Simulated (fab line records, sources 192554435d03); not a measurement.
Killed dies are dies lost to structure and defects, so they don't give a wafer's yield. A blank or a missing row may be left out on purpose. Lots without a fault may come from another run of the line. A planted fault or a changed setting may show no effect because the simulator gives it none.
fab line records | flow n5_finfet
record lots=24 wafers=72 last_day=20
route steps=1938 shown BEOL_M7@1283 BEOL_M8@1334
lots that met no fault: from a run of the same line without faults
start_h: hours from the record's first day to the start of the lot's first wafer shown | wait_h: hours since the lot's step before | " the same as in the row above | L1.1+2: a row that stands for several wafers | - no value, or no start given | * or withheld: withheld | < > ~ a bound
route shown NAME@n: a module of which the file shows steps, and the number in the route of the first | usual: mean/standard deviation of fault-free wafers | same: alike in all rows | chamber/n: place in a boat | sites: the reading at each site | _std_site: their standard deviation | _edge_site: outer sites' mean less inner sites' | radius_mm: how far each site lies from the wafer's centre | mask NAME#n: copy n | behind: the tool/chamber that last shaped the wafer | hold: why the lot was held/for how many hours/how that ended | device: the transistor (n, p or np) that didn't switch | end of line: the same wafers' tests at the end of the route | a step without rows: its recipe alone | killed: dies lost to structure and defects at the first sort, not the wafer's yield | map: a wafer's dies, x killed, . not, _ none there
set.NAME: the setting as run; set.NAME@STEP: as run at that earlier step | model.NAME: the simulator's own value behind a step, which no gauge read
steps of the route over a sample of lots; a table a step, a row a wafer
services: from which hour (start_h, from the record's first day; less than 0 if before it) a tool's chamber was out of use, for how many hours, and why
## steps
# step N5_BEOL_M7_STRIP_67
# recipe chemistry=CF4 resist=SiARC power_w=300 bias_power_w=75 pressure_mtorr=50 cf4_flow_sccm=150 rf_frequency_hz=6e+07
# usual drypump_motor_current_A=5.7/0.33 oes_product_au=0.81/0.097 power_w=300.1/0.83 rf_vpp_V=270.8/1.8 showerhead_plenum_p_Torr=1.78/0.069 throttle_valve_pct=13.60/0.25
# columns lot.wafer tool chamber start_h wait_h drypump_motor_current_A oes_product_au power_w rf_hours_counter_h rf_vpp_V showerhead_plenum_p_Torr throttle_valve_pct
L075.1 rie_diel-06 3 233.71 0.0 5.7 0.69 299.2 230 270.6 1.77 14.11
L075.5 " 3 " " 5.7 0.68 299.0 - 270.5 1.77 14.11
L075.6 " 2 " " 6.1 0.69 300.1 - 268.1 1.70 13.62
L074.1 rie_diel-02 1 258.43 0.0 5.8 0.90 298.7 27 273.4 1.83 13.37
L074.3 " 3 " " 5.1 0.78 300.4 127 266.1 1.67 13.59
L074.5 " 2 " " 6.1 0.75 300.9 - 272.7 1.86 13.36
L076.1 rie_diel-05 2 263.17 0.0 5.2 0.74 301.0 169 268.9 1.72 14.05
L076.3 " 3 " " 5.7 0.94 300.7 8 271.4 1.83 13.52
L076.4 " 1 " " 5.3 0.73 299.5 174 271.1 1.80 13.62
L077.2 rie_diel-06 2 272.26 0.0 6.0 0.68 299.2 241 268.0 1.70 13.66
L077.5 " 0 " " 5.8 0.72 299.6 - 269.1 1.71 13.84
L077.6 " 1 " " 5.6 0.88 301.3 - 270.4 1.76 13.55
L078.2 rie_diel-05 3 278.88 0.0 5.7 0.94 301.1 12 271.0 1.83 13.54
L078.3 " 1 " " 5.4 0.73 301.0 177 270.8 1.80 13.64
L078.6 " 2 " " 5.2 0.74 299.6 - 269.3 1.72 14.07
L083.1 rie_diel-06 0 284.05 0.0 5.8 0.72 299.5 216 269.6 1.71 13.87
L083.4 " 1 " " 5.6 0.88 299.8 39 269.3 1.76 13.55
L083.5 " 1 " " 5.6 0.88 299.3 - 271.2 1.76 13.55
L079.1 rie_diel-05 0 296.88 0.0 5.9 0.92 299.6 26 269.8 1.76 13.48
L079.5 " 2 " " 5.2 0.73 298.3 - 269.7 1.72 14.07
L079.6 " 3 " " 5.7 0.92 299.9 - 273.2 1.83 13.54
L081.4 rie_diel-05 3 303.25 0.0 5.7 0.91 298.7 20 273.0 1.83 13.56
L081.5 " 0 " " 5.9 0.92 299.2 - 272.7 1.76 13.48
L081.6 " 3 " " 5.7 0.92 299.7 - 273.6 1.83 13.56
L084.1 rie_diel-02 0 307.39 0.0 5.1 0.72 300.0 206 272.0 1.85 13.52
L084.3 " 3 " " 5.2 0.77 299.2 140 269.2 1.66 13.63
L084.5 " 2 " " 6.1 0.74 300.4 - 271.5 1.86 13.37
L082.2 rie_diel-06 0 313.93 0.0 5.9 0.71 299.8 224 267.6 1.71 13.90
L082.3 " 3 " " 5.7 0.67 299.5 253 270.2 1.76 14.18
L082.6 " 3 " " 5.7 0.67 301.3 - 270.1 1.76 14.15
L085.4 rie_diel-02 0 314.02 0.0 5.1 0.72 300.8 209 272.2 1.85 13.52
L085.5 " 3 " " 5.1 0.76 300.2 - 268.8 1.66 13.62
L085.6 " 0 " " 5.1 0.72 301.3 - 271.6 1.85 13.52
L080.1 rie_diel-06 2 321.37 0.0 6.1 0.98 299.7 1 273.0 1.91 13.10
L080.4 " 1 " " 5.6 0.85 300.1 - 271.0 1.75 13.58
L080.6 " 0 " " 5.9 0.70 301.1 - 270.8 1.71 13.89
L087.2 rie_diel-02 2 332.29 0.0 6.1 0.73 301.0 187 270.6 1.85 13.40
L087.4 " 0 " " 5.1 0.72 301.1 214 272.4 1.85 13.53
L087.6 " 0 " " 5.1 0.72 300.3 - 271.2 1.85 13.55
L086.3 rie_diel-05 3 343.78 0.0 5.7 0.90 299.9 30 273.3 1.83 13.57
L086.4 " 1 " " 5.4 0.71 298.6 194 272.0 1.79 13.67
L086.5 " 3 " " 5.7 0.89 299.7 - 272.9 1.82 13.56
L089.2 rie_diel-05 1 347.48 0.0 5.4 0.71 299.1 195 270.3 1.79 13.68
L089.3 " 0 " " 5.9 0.90 299.5 40 270.7 1.76 13.49
L089.5 " 1 " " 5.4 0.70 299.9 - 271.2 1.79 13.68
L088.3 rie_diel-02 3 347.84 0.0 5.1 0.75 299.8 152 267.4 1.66 13.64
L088.5 " 3 " " 5.2 0.76 300.3 - 269.4 1.66 13.64
L088.6 " 2 " " 6.1 0.72 300.0 - 272.4 1.85 13.41
L090.1 rie_diel-06 3 347.94 0.0 5.7 0.99 301.9 1 271.3 1.76 13.58
L090.4 " 2 " " 6.1 0.92 299.8 12 272.8 1.90 13.13
L090.6 " 1 " " 5.6 0.85 301.0 - 272.3 1.75 13.61
L093.1 rie_diel-06 3 348.38 0.0 5.7 1.00 299.9 2 271.1 1.76 13.59
L093.2 " 1 " " 5.6 0.84 299.5 61 270.8 1.75 13.61
L093.4 " 0 " " 5.9 0.70 300.1 238 269.6 1.70 13.92
L092.3 rie_diel-06 2 351.04 0.0 6.1 0.91 300.3 13 273.0 1.90 13.13
L092.5 " 2 " " 6.1 0.91 300.5 - 272.0 1.90 13.13
L092.6 " 3 " " 5.7 0.98 301.1 - 270.0 1.76 13.59
L091.1 rie_diel-06 0 369.57 0.0 5.9 0.69 300.0 245 268.4 1.70 13.92
L091.2 " 1 " " 5.6 0.83 301.4 67 271.2 1.75 13.62
L091.6 " 2 " " 6.0 0.90 300.3 - 273.8 1.90 13.15
L094.2 rie_diel-06 3 371.52 0.0 5.7 0.95 300.4 9 270.3 1.76 13.60
L094.3 " 1 " " 5.6 0.82 299.3 68 271.4 1.75 13.63
L094.6 " 1 " " 5.6 0.84 299.6 - 271.4 1.75 13.63
L095.2 rie_diel-06 2 389.21 0.0 6.1 0.90 300.5 24 272.4 1.90 13.16
L095.5 " 3 " " 5.7 0.95 299.8 - 271.0 1.76 13.59
L095.6 " 2 " " 6.1 0.89 300.1 - 275.1 1.90 13.16
L097.2 rie_diel-05 0 391.91 0.0 5.9 0.88 300.2 53 270.3 1.75 13.52
L097.3 " 3 " " 5.7 0.87 300.1 44 272.0 1.82 13.61
L097.5 " 0 " " 5.9 0.87 301.1 - 269.9 1.75 13.54
L096.1 rie_diel-02 2 395.06 0.0 6.1 0.71 300.2 204 272.8 1.85 13.45
L096.2 " 3 " " 5.2 0.74 300.7 168 268.9 1.65 13.70
L096.4 " 2 " " 6.1 0.71 300.5 - 271.9 1.85 13.47
# step N5_BEOL_M7_OVL_MEAS_29
# recipe points_per_wafer=522
# usual V6_OVL=-0.3/0.73
# columns lot.wafer tool chamber start_h wait_h V6_OVL[nm]
L075.1 overlay-01 0 235.66 0.0 -0.5
L075.5 " 0 " " 0.0
L075.6 " 0 " " -0.2
L074.1 overlay-01 0 262.78 0.0 -1.2
L074.3 " 0 " " -1.1
L074.5 " 0 " " -1.8
L076.1 overlay-01 0 263.88 0.0 0.3
L076.3 " 0 " " 0.7
L076.4 " 0 " " -0.1
L077.2 overlay-02 0 274.55 0.0 0.0
L077.5 " 0 " " 0.1
L077.6 " 0 " " 0.0
L078.2 overlay-02 0 282.54 0.0 -0.9
L078.3 " 0 " " 0.1
L078.6 " 0 " " 0.6
L083.1 overlay-01 0 286.09 0.0 -0.6
L083.4 " 0 " " -0.3
L083.5 " 0 " " -1.2
L079.1 overlay-01 0 298.83 0.0 0.7
L079.5 " 0 " " 0.2
L079.6 " 0 " " 0.5
L081.4 overlay-01 0 305.71 0.0 -1.2
L081.5 " 0 " " -2.6
L081.6 " 0 " " -2.7
L084.1 overlay-01 0 308.76 0.0 0.3
L084.3 " 0 " " 0.6
L084.5 " 0 " " -0.2
L082.2 overlay-02 0 314.73 0.0 -0.9
L082.3 " 0 " " 0.2
L082.6 " 0 " " 0.1
L085.4 overlay-01 0 315.06 0.0 0.0
L085.5 " 0 " " -0.4
L085.6 " 0 " " -0.5
L080.1 overlay-01 0 325.00 0.0 -0.6
L080.4 " 0 " " -0.1
L080.6 " 0 " " -1.1
L087.2 overlay-01 0 337.10 0.0 -0.1
L087.4 " 0 " " -0.2
L087.6 " 0 " " -0.6
L086.3 overlay-02 0 345.94 0.0 0.4
L086.4 " 0 " " 0.6
L086.5 " 0 " " 0.1
L088.3 overlay-02 0 349.63 0.0 0.7
L088.5 " 0 " " 0.4
L088.6 " 0 " " -0.6
L093.1 overlay-02 0 349.79 0.0 0.1
L093.2 " 0 " " 0.5
L093.4 " 0 " " 0.5
L089.2 overlay-01 0 349.84 0.0 0.0
L089.3 " 0 " " 0.1
L089.5 " 0 " " 1.1
L090.1 overlay-02 0 349.88 0.0 -0.7
L090.4 " 0 " " 0.0
L090.6 " 0 " " -0.2
L092.3 overlay-02 0 351.89 0.0 -1.3
L092.5 " 0 " " -0.6
L092.6 " 0 " " 0.2
L091.1 overlay-01 0 370.14 0.0 -1.4
L091.2 " 0 " " -1.6
L091.6 " 0 " " -0.6
L094.2 overlay-01 0 373.60 0.0 -0.2
L094.3 " 0 " " -0.7
L094.6 " 0 " " -0.8
L095.2 overlay-01 0 390.70 0.0 0.8
L095.5 " 0 " " 0.3
L095.6 " 0 " " 0.4
L097.2 overlay-01 0 392.49 0.0 -0.5
L097.3 " 0 " " -0.8
L097.5 " 0 " " -0.4
L096.1 overlay-02 0 395.75 0.0 -0.1
L096.2 " 0 " " -0.2
L096.4 " 0 " " 0.0
# step N5_BEOL_M7_TRENCH_ETCH_37
# recipe chemistry=C4F6/O2 target_depth_a=934.78 target=SiCOH_lowk time_s=31.2 ion_energy_ev=250 pressure_mtorr=30 source_w=345 bias_w=185 Ar_flow_sccm=300 C4F6_flow_sccm=10 O2_flow_sccm=10
# usual drypump_motor_current_A=5.6/0.36 oes_f_703_au=0.78/0.086 oes_o_777_au=0.78/0.085 oes_product_au=0.79/0.09 rf_vpp_V=666/8.9 showerhead_plenum_p_Torr=2.82/0.12 throttle_valve_pct=20.94/0.24
# columns lot.wafer tool chamber start_h wait_h drypump_motor_current_A oes_f_703_au oes_o_777_au oes_product_au rf_hours_counter_h rf_vpp_V showerhead_plenum_p_Torr throttle_valve_pct
L075.1 rie_diel-06 2 - - 6.1 0.69 0.68 0.68 231 663 2.70 20.85
L075.5 " 2 " " 6.1 0.69 0.69 0.67 - 663 2.70 20.84
L075.6 " 3 " " 5.7 0.67 0.66 0.67 - 668 2.81 21.46
L074.1 rie_diel-06 2 - - 6.1 0.68 0.67 0.67 239 662 2.70 20.87
L074.3 " 1 " " 5.7 0.89 0.87 0.89 34 655 2.78 21.00
L074.5 " 0 " " 5.9 0.71 0.71 0.70 - 664 2.71 21.17
L076.1 rie_diel-02 2 - - 6.1 0.73 0.73 0.74 168 679 2.96 20.62
L076.3 " 3 " " 5.1 0.78 0.77 0.78 128 656 2.63 20.89
L076.4 " 0 " " 5.1 0.74 0.74 0.73 197 678 2.95 20.76
L077.2 rie_diel-02 3 - - 5.2 0.78 0.77 0.78 131 655 2.63 20.91
L077.5 " 3 " " 5.2 0.78 0.77 0.78 - 655 2.63 20.91
L077.6 " 2 " " 6.1 0.73 0.73 0.74 - 679 2.96 20.64
L078.2 rie_diel-02 0 - - 5.1 0.74 0.74 0.72 201 678 2.95 20.75
L078.3 " 3 " " 5.2 0.77 0.77 0.78 134 654 2.63 20.89
L078.6 " 3 " " 5.2 0.77 0.77 0.78 - 654 2.63 20.91
L083.1 rie_diel-02 3 - - 5.2 0.77 0.76 0.78 135 655 2.63 20.91
L083.4 " 0 " " 5.1 0.73 0.73 0.73 202 676 2.95 20.77
L083.5 " 3 " " 5.2 0.77 0.76 0.78 - 655 2.63 20.90
L079.1 rie_diel-02 3 - - 5.2 0.77 0.76 0.78 139 656 2.63 20.90
L079.5 " 2 " " 6.1 0.72 0.72 0.73 - 678 2.95 20.64
L079.6 " 3 " " 5.2 0.77 0.76 0.77 - 655 2.63 20.91
L081.4 rie_diel-05 2 - - 5.2 0.74 0.73 0.73 181 658 2.72 21.46
L081.5 " 0 " " 5.9 0.91 0.91 0.92 - 677 2.80 21.01
L081.6 " 3 " " 5.7 0.89 0.91 0.92 - 669 2.91 21.06
L084.1 rie_diel-02 2 - - 6.1 0.72 0.72 0.74 180 679 2.95 20.65
L084.3 " 0 " " 5.1 0.73 0.73 0.72 207 677 2.94 20.78
L084.5 " 3 " " 5.2 0.76 0.76 0.78 - 656 2.63 20.91
L082.2 rie_diel-06 3 - - 5.7 0.66 0.66 0.66 253 669 2.80 21.49
L082.3 " 0 " " 5.9 0.70 0.70 0.70 225 663 2.71 21.17
L082.6 " 0 " " 5.9 0.69 0.70 0.71 - 664 2.71 21.19
L085.4 rie_diel-05 2 - - 5.2 0.73 0.73 0.72 184 658 2.72 21.45
L085.5 " 3 " " 5.7 0.90 0.90 0.91 - 668 2.91 21.06
L085.6 " 0 " " 5.9 0.89 0.90 0.91 - 676 2.80 21.02
L080.1 rie_diel-02 0 - - 5.1 0.73 0.73 0.72 213 677 2.94 20.77
L080.4 " 3 " " 5.2 0.76 0.75 0.76 147 656 2.63 20.92
L080.6 " 2 " " 6.1 0.71 0.72 0.73 - 678 2.95 20.66
L087.2 rie_diel-05 1 - - 5.4 0.73 0.72 0.71 192 657 2.81 20.82
L087.4 " 2 " " 5.2 0.73 0.72 0.72 190 658 2.71 21.47
L087.6 " 3 " " 5.7 0.89 0.89 0.90 - 668 2.90 21.07
L086.3 rie_diel-06 0 - - 5.9 0.70 0.69 0.69 237 664 2.70 21.19
L086.4 " 2 " " 6.0 0.92 0.92 0.94 11 673 3.02 20.52
L086.5 " 0 " " 5.9 0.69 0.69 0.69 - 664 2.70 21.20
L088.3 rie_diel-02 0 - - 5.1 0.72 0.73 0.71 218 677 2.94 20.77
L088.5 " 3 " " 5.1 0.75 0.75 0.76 - 654 2.62 20.92
L088.6 " 2 " " 6.1 0.71 0.71 0.73 - 679 2.95 20.65
L093.1 rie_diel-05 0 - - 5.9 0.88 0.88 0.89 41 676 2.80 21.03
L093.2 " 1 " " 5.3 0.72 0.72 0.71 196 656 2.81 20.82
L093.4 " 2 " " 5.2 0.72 0.72 0.72 193 656 2.71 21.47
L089.2 rie_diel-02 2 - - 6.1 0.72 0.71 0.73 192 677 2.95 20.66
L089.3 " 1 " " 5.8 0.87 0.86 0.87 49 665 2.90 20.86
L089.5 " 0 " " 5.1 0.72 0.72 0.72 - 678 2.94 20.80
L090.1 rie_diel-05 1 - - 5.4 0.72 0.72 0.71 196 655 2.81 20.82
L090.4 " 2 " " 5.2 0.73 0.72 0.72 193 659 2.71 21.47
L090.6 " 1 " " 5.4 0.72 0.72 0.71 - 655 2.81 20.81
L092.3 rie_diel-06 3 - - 5.7 0.97 0.97 0.98 3 669 2.80 21.09
L092.5 " 2 " " 6.1 0.91 0.92 0.92 - 672 3.02 20.52
L092.6 " 3 " " 5.7 0.96 0.95 0.99 - 668 2.80 21.10
L091.1 rie_diel-06 3 - - 5.7 0.93 0.92 0.96 9 668 2.80 21.13
L091.2 " 1 " " 5.6 0.84 0.83 0.84 68 655 2.77 21.06
L091.6 " 0 " " 5.9 0.68 0.68 0.68 - 663 2.70 21.22
L094.2 rie_diel-06 0 - - 5.9 0.69 0.68 0.68 246 663 2.70 21.22
L094.3 " 1 " " 5.6 0.84 0.83 0.83 69 654 2.77 21.04
L094.6 " 1 " " 5.6 0.84 0.83 0.84 - 655 2.77 21.04
L095.2 rie_diel-02 3 - - 5.1 0.75 0.74 0.74 167 655 2.62 20.95
L095.5 " 3 " " 5.1 0.75 0.74 0.74 - 653 2.62 20.95
L095.6 " 2 " " 6.1 0.71 0.70 0.71 - 677 2.94 20.66
L097.2 rie_diel-05 2 - - 5.2 0.72 0.71 0.71 205 656 2.71 21.49
L097.3 " 3 " " 5.7 0.87 0.85 0.87 44 668 2.90 21.10
L097.5 " 2 " " 5.2 0.72 0.72 0.71 - 657 2.71 21.47
L096.1 rie_diel-02 0 - - 5.1 0.71 0.71 0.70 235 677 2.93 20.80
L096.2 " 3 " " 5.1 0.74 0.73 0.75 169 655 2.62 20.95
L096.4 " 3 " " 5.1 0.74 0.74 0.74 - 654 2.62 20.94
# step N5_BEOL_M7_INSPECT_58
# recipe inspect_instrument=darkfield mode=post_dep
# usual raw_defect_count=73/26
# columns lot.wafer tool chamber start_h wait_h raw_defect_count
L075.1 defect_inspect-02 - 239.04 0.0 144
L075.5 " - " " 113
L075.6 " - " " 97
L074.1 defect_inspect-01 - 266.55 0.0 64
L074.3 " - " " 52
L074.5 " - " " 57
L076.1 defect_inspect-02 - 268.05 0.0 70
L076.3 " - " " 56
L076.4 " - " " 74
L077.2 defect_inspect-01 - 279.17 0.0 67
L077.5 " - " " 65
L077.6 " - " " 85
L078.2 defect_inspect-02 - 287.27 0.0 66
L078.3 " - " " 71
L078.6 " - " " 53
L083.1 defect_inspect-01 - 290.43 0.0 55
L083.4 " - " " 73
L083.5 " - " " 111
L079.1 defect_inspect-01 - 304.04 0.0 95
L079.5 " - " " 46
L079.6 " - " " 62
L081.4 defect_inspect-02 - 309.10 0.0 37
L081.5 " - " " 46
L081.6 " - " " 45
L084.1 defect_inspect-02 - 313.18 0.0 69
L084.3 " - " " 74
L084.5 " - " " 81
L082.2 defect_inspect-02 - 317.81 0.0 74
L082.3 " - " " 46
L082.6 " - " " 45
L085.4 defect_inspect-02 - 318.27 0.0 61
L085.5 " - " " 81
L085.6 " - " " 77
L080.1 defect_inspect-01 - 328.93 0.0 78
L080.4 " - " " 86
L080.6 " - " " 66
L087.2 defect_inspect-02 - 339.87 0.0 48
L087.4 " - " " 47
L087.6 " - " " 64
L086.3 defect_inspect-01 - 350.55 0.0 104
L086.4 " - " " 40
L086.5 " - " " 48
L088.3 defect_inspect-01 - 353.47 0.0 168
L088.5 " - " " 87
L088.6 " - " " 72
L089.2 defect_inspect-01 - 353.55 0.0 91
L089.3 " - " " 52
L089.5 " - " " 79
L093.1 defect_inspect-01 - 353.74 0.0 57
L093.2 " - " " 103
L093.4 " - " " 69
L090.1 defect_inspect-02 - 353.84 0.0 62
L090.4 " - " " 70
L090.6 " - " " 61
L092.3 defect_inspect-01 - 355.09 0.0 87
L092.5 " - " " 83
L092.6 " - " " 50
L091.1 defect_inspect-02 - 375.96 0.0 44
L091.2 " - " " 55
L091.6 " - " " 72
L094.2 defect_inspect-01 - 377.80 0.0 90
L094.3 " - " " 53
L094.6 " - " " 94
L095.2 defect_inspect-02 - 395.06 0.0 41
L095.5 " - " " 46
L095.6 " - " " 62
L097.2 defect_inspect-02 - 396.19 0.0 58
L097.3 " - " " 67
L097.5 " - " " 81
L096.1 defect_inspect-02 - 400.06 0.0 131
L096.2 " - " " 112
L096.4 " - " " 123
# step N5_BEOL_M8_THK_MEAS_01
# recipe reads=SiCOH_lowk_of_BEOL_M8_ILD_DEP_00
# usual M8_ILD_THK=155.0/2
# columns lot.wafer tool chamber start_h wait_h M8_ILD_THK[nm]
L075.1 film_metro-02 - 239.66 0.4 155.3
L075.5 " - " " 155.0
L075.6 " - " " 155.9
L074.1 film_metro-02 - 267.19 0.4 151.9
L074.3 " - " " 151.9
L074.5 " - " " 156.7
L076.1 film_metro-02 - 269.14 0.8 152.7
L076.3 " - " " 152.2
L076.4 " - " " 155.7
L077.2 film_metro-02 - 279.88 0.4 155.0
L077.5 " - " " 155.6
L077.6 " - " " 155.1
L078.2 film_metro-01 - 288.15 0.4 153.3
L078.3 " - " " 154.7
L078.6 " - " " 155.7
L083.1 film_metro-02 - 292.49 1.6 154.4
L083.4 " - " " 155.5
L083.5 " - " " 156.2
L079.1 film_metro-02 - 304.66 0.4 154.2
L079.5 " - " " 154.2
L079.6 " - " " 155.1
L081.4 film_metro-02 - 309.72 0.2 156.0
L081.5 " - " " 156.5
L081.6 " - " " 157.8
L084.1 film_metro-02 - 313.80 0.4 151.7
L084.3 " - " " 152.1
L084.5 " - " " 155.9
L082.2 film_metro-02 - 318.43 0.4 153.3
L082.3 " - " " 157.2
L082.6 " - " " 155.5
L085.4 film_metro-02 - 318.91 0.2 154.6
L085.5 " - " " 153.7
L085.6 " - " " 154.7
L080.1 film_metro-01 - 329.54 0.4 154.6
L080.4 " - " " 156.4
L080.6 " - " " 156.8
L087.2 film_metro-01 - 340.48 0.4 151.6
L087.4 " - " " 153.6
L087.6 " - " " 156.4
L086.3 film_metro-01 - 351.16 0.3 151.5
L086.4 " - " " 155.4
L086.5 " - " " 155.7
L088.3 film_metro-01 - 354.09 0.3 151.7
L088.5 " - " " 155.1
L088.6 " - " " 155.3
L089.2 film_metro-02 - 354.17 0.4 154.5
L089.3 " - " " 154.1
L089.5 " - " " 157.2
L093.1 film_metro-01 - 354.36 0.4 157.0
L093.2 " - " " 156.2
L093.4 " - " " 160.7
L090.1 film_metro-02 - 354.57 0.4 154.1
L090.4 " - " " 157.2
L090.6 " - " " 157.8
L092.3 film_metro-02 - 355.73 0.3 155.8
L092.5 " - " " 156.3
L092.6 " - " " 155.6
L091.1 film_metro-02 - 378.05 1.6 153.1
L091.2 " - " " 152.6
L091.6 " - " " 155.5
L094.2 film_metro-01 - 378.42 0.4 155.7
L094.3 " - " " 154.9
L094.6 " - " " 157.4
L095.2 film_metro-02 - 396.17 0.7 155.2
L095.5 " - " " 157.8
L095.6 " - " " 158.7
L097.2 film_metro-01 - 396.82 0.4 156.3
L097.3 " - " " 157.3
L097.5 " - " " 158.6
L096.1 film_metro-02 - 401.18 0.8 154.9
L096.2 " - " " 153.2
L096.4 " - " " 156.3
# step N5_BEOL_M8_CD_MEAS_11
# recipe target_cd_nm=38.5 landing_energy_ev=500 detector=se_inlens polarity=opening
# usual cd_nm=38.5/0.45
# columns lot.wafer tool chamber start_h wait_h cd_nm
L075.1 cd_sem-03 0 240.56 - 38.7
L075.5 " 0 " " 38.7
L075.6 " 0 " " 38.0
L074.1 cd_sem-02 0 268.07 - 38.0
L074.3 " 0 " " 37.9
L074.5 " 0 " " 38.2
L076.1 cd_sem-01 0 272.02 - 39.2
L076.3 " 0 " " 38.2
L076.4 " 0 " " 37.9
L077.2 cd_sem-03 0 283.77 - 38.4
L077.5 " 0 " " 38.3
L077.6 " 0 " " 38.3
L078.2 cd_sem-01 0 289.01 - 39.1
L078.3 " 0 " " 38.8
L078.6 " 0 " " 38.2
L083.1 cd_sem-02 0 295.82 - 37.7
L083.4 " 0 " " 37.9
L083.5 " 0 " " 37.9
L079.1 cd_sem-03 0 306.38 - 38.5
L079.5 " 0 " " 39.2
L079.6 " 0 " " 38.4
L081.4 cd_sem-02 0 310.66 - 38.0
L081.5 " 0 " " 38.2
L081.6 " 0 " " 38.3
L084.1 cd_sem-01 0 315.53 - 39.2
L084.3 " 0 " " 39.0
L084.5 " 0 " " 38.4
L082.2 cd_sem-01 0 320.35 - 38.8
L082.3 " 0 " " 38.7
L082.6 " 0 " " 39.2
L085.4 cd_sem-01 0 321.00 - 38.8
L085.5 " 0 " " 38.0
L085.6 " 0 " " 38.4
L080.1 cd_sem-02 0 332.07 - 38.2
L080.4 " 0 " " 38.3
L080.6 " 0 " " 38.5
L087.2 cd_sem-03 0 342.67 - 38.4
L087.4 " 0 " " 39.3
L087.6 " 0 " " 39.1
L086.3 cd_sem-01 0 352.76 - 38.0
L086.4 " 0 " " 38.5
L086.5 " 0 " " 38.3
L088.3 cd_sem-03 0 355.02 - 38.3
L088.5 " 0 " " 38.1
L088.6 " 0 " " 38.0
L089.2 cd_sem-03 0 355.18 - 39.7
L089.3 " 0 " " 39.9
L089.5 " 0 " " 39.2
L093.1 cd_sem-02 0 355.35 - 38.7
L093.2 " 0 " " 38.4
L093.4 " 0 " " 38.2
L090.1 cd_sem-02 0 355.52 - 38.5
L090.4 " 0 " " 38.4
L090.6 " 0 " " 38.6
L092.3 cd_sem-01 0 358.13 - 38.1
L092.5 " 0 " " 38.1
L092.6 " 0 " " 38.2
L091.1 cd_sem-02 0 380.05 - 38.5
L091.2 " 0 " " 38.2
L091.6 " 0 " " 38.1
L094.2 cd_sem-02 0 380.27 - 38.4
L094.3 " 0 " " 38.3
L094.6 " 0 " " 37.9
L095.2 cd_sem-02 0 397.45 - 38.4
L095.5 " 0 " " 38.6
L095.6 " 0 " " 38.1
L097.2 cd_sem-01 0 398.33 - 39.3
L097.3 " 0 " " 39.3
L097.5 " 0 " " 38.6
L096.1 cd_sem-02 0 403.93 - 37.7
L096.2 " 0 " " 38.4
L096.4 " 0 " " 38.6
## services
# columns tool chamber start_h hours kind
rie_diel-06 2 218.65 12.9 repair
rie_diel-02 3 245.31 7.2 repair
rie_diel-02 1 304.26 7.9 repair
rie_diel-06 2 306.74 - clean
rie_diel-06 2 306.74 - consumable_replace:focus_ring
rie_diel-06 2 306.74 - consumable_replace:showerhead
rie_diel-06 2 306.74 12.8 scheduled_down
rie_diel-06 2 306.74 12.8 vent_cycle
rie_diel-06 3 318.44 5.6 repair
rie_diel-06 3 324.08 - clean
rie_diel-06 3 324.08 - consumable_replace:focus_ring
rie_diel-06 3 324.08 20.3 scheduled_down
rie_diel-06 3 324.08 20.3 vent_cycle
rie_diel-02 - 356.59 0.6 repair
rie_diel-02 1 381.87 25.8 repair
rie_diel-05 - 387.54 2.8 pm
rie_diel-06 0 388.10 - clean
rie_diel-06 0 388.10 - consumable_replace:focus_ring
rie_diel-06 0 388.10 - consumable_replace:showerhead
rie_diel-06 0 388.10 20.7 scheduled_down
rie_diel-06 0 388.10 20.7 vent_cycle
## key
fault none
